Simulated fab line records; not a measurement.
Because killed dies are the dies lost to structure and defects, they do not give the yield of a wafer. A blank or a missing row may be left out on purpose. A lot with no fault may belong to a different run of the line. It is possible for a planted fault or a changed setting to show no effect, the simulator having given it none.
A struck lot beside a sound one | flow nand harc | 25 out of 1302 route steps
Sound: these wafers, L878.2, L878.5, L878.6. Wafers struck: L870.2, L870.3, L870.5. The cause comes at the end.
Each step with rows lists, per side, the tool, then ch with its chambers, then its first start. Under that, the readings that differ: sound wafers | struck wafers | difference of the means | sigmas: that difference in standard deviations of wafers without a fault.
alike: readings with means less than 2 such deviations apart, plus words and numbers identical on both sides. not compared: withheld readings, readings lacking a value on some wafer, bounds such as >300 that could conceal the same value, and numbers that have no deviation in the record and whose values overlap.
A row with sigmas, a row that says differs or no value, or rows on one side alone: a step with any of these is where the two part. Numbers that don't overlap but have no deviation are shown without sigmas and don't part them. A reading that every wafer of one side lacks parts them only if that side has two wafers or more.

first, 5 steps without rows for these wafers: NHARC_A_SLIT_SOFTBAKE_04 (time 55 s); NHARC_A_SLIT_EBR_05; NHARC_A_SLIT_EXPOSE_06 (exposes mask SLIT); NHARC_A_SLIT_PEB_07 (peb time 65 s); NHARC_A_SLIT_DEVELOP_08 (develop time 35 s).
NHARC_A_SLIT_CD_MEAS_09: target cd 300 nm.
  sound on cd sem-02 ch 0, day 25 18:52; struck on cd sem-02 ch 0, day 22 09:04
  alike: cd nm
NHARC_A_SLIT_OVL_MEAS_10:
  struck on overlay-01, day 22 09:08; sound on overlay-02, day 25 18:58
  alike: overlay x nm, overlay y nm
NHARC_A_SLIT_INSPECT_11:
  struck on defect inspect-01, day 22 09:11; sound on defect inspect-02, day 25 18:59
  alike: raw defect count
NHARC_A_SLIT_DESCUM_14: chemistry O2, time 3 s.
  sound on rie diel-09 ch 0,1,2, day 25 19:04; struck on rie diel-09 ch 1,3, day 22 09:14
  alike: drypump motor current A, oes product au, rf vpp V, showerhead plenum p Torr, throttle valve pct
  not compared: rf hours counter h
NHARC_A_SLIT_ETCH_24: etches the open film in CF4/CHF3, target depth 121 nm, time 60.5 s.
  sound on rie diel-09 ch 1,2, day 25 19:08; struck on rie diel-09 ch 0,1,2, day 22 09:19
  alike: drypump motor current A, oes product au, rf vpp V, showerhead plenum p Torr, throttle valve pct
  not compared: rf hours counter h
NHARC_A_SLIT_ETCH_15: etches the open film in O2/COS, target depth 6200 nm, time 1612 s.
  sound: rie diel-09 ch 1,2,3; struck: rie diel-09 ch 0,2,3
  alike: drypump motor current A, oes product au, rf vpp V, showerhead plenum p Torr, throttle valve pct
  not compared: rf hours counter h
then, 1 step without rows for these wafers: NHARC_A_SLIT_ETCH_17 (etches the open film in C4F8/O2/Ar, time 4254.5 s, target depth 20300 nm).
NHARC_A_SLIT_ETCH_26: etches the open film in C4F8/O2/Ar, time 90 s, target depth 400 nm.
  sound on har etch-01 ch 0,1, day 25 23:56; struck on har etch-02 ch 0,1, day 22 14:10
  alike: drypump motor current A, showerhead plenum p Torr, throttle valve pct
  not compared: rf hours counter h
then, 1 step without rows for these wafers: NHARC_A_SLIT_STRIP_28 (strips in O2/COS).
NHARC_A_SLIT_ETCH_29: etches the open film in CF4/O2, target depth 100 nm, overetch 10 nm, time 55 s.
  sound on rie diel-09 ch 0,1,2, day 26 00:49; struck on rie diel-09 ch 0,1, day 22 15:01
  alike: drypump motor current A, oes product au, rf vpp V, showerhead plenum p Torr, throttle valve pct
  not compared: rf hours counter h
then, 3 steps without rows for these wafers: NHARC_A_SLIT_STRIP_18 (strips in O2); NHARC_A_SLIT_PRECLEAN_19 (cleans in SC1); NHARC_A_SLIT_SRD_20.
NHARC_A_SLIT_CD_MEAS_21:
  struck on cd sem-03, day 22 15:35; sound on cd sem-03, day 26 01:22
  alike: cd nm
then, 3 steps without rows for these wafers: NHARC_A_SIN_REMOVE_WET_00 (chemistry H3PO4, time 15300 s); NHARC_A_SIN_REMOVE_PRECLEAN_01 (cleans in SC1); NHARC_A_SIN_REMOVE_SRD_02.
NHARC_A_SIN_REMOVE_INSPECT_04:
  struck on defect inspect-02, day 22 22:10; sound on defect inspect-02, day 26 08:50
  reading          | sound       | struck      | difference | sigmas
  raw defect count | 448 447 512 | 752 784 712 | +280       | +3
NHARC_A_WL_FILL_ALD_00: deposits Al2O3, target thk 3 nm, pulse time 3 s, ald cycles 30.
  sound on ald hk-01 ch 0,1,3, day 26 08:57; struck on ald hk-02 ch 0,1, day 22 22:13
  alike: heater power w, precursor pulse height rel
-- break in the record here, with 4 days between the starts of the struck wafers on either side (left off in module A_WL_FILL, picked up again in module END, where the first step shown is number 1302 on the route) --
NHARC_END_SORT_01:
  here the record holds rows for the struck wafers (prober-02 ch 0, day 27 01:04) but none for the sound ones

WHERE THEY PART
At NHARC_A_SIN_REMOVE_INSPECT_04 first; at NHARC_END_SORT_01 last (within this record only).

WHY: what the simulator had put in
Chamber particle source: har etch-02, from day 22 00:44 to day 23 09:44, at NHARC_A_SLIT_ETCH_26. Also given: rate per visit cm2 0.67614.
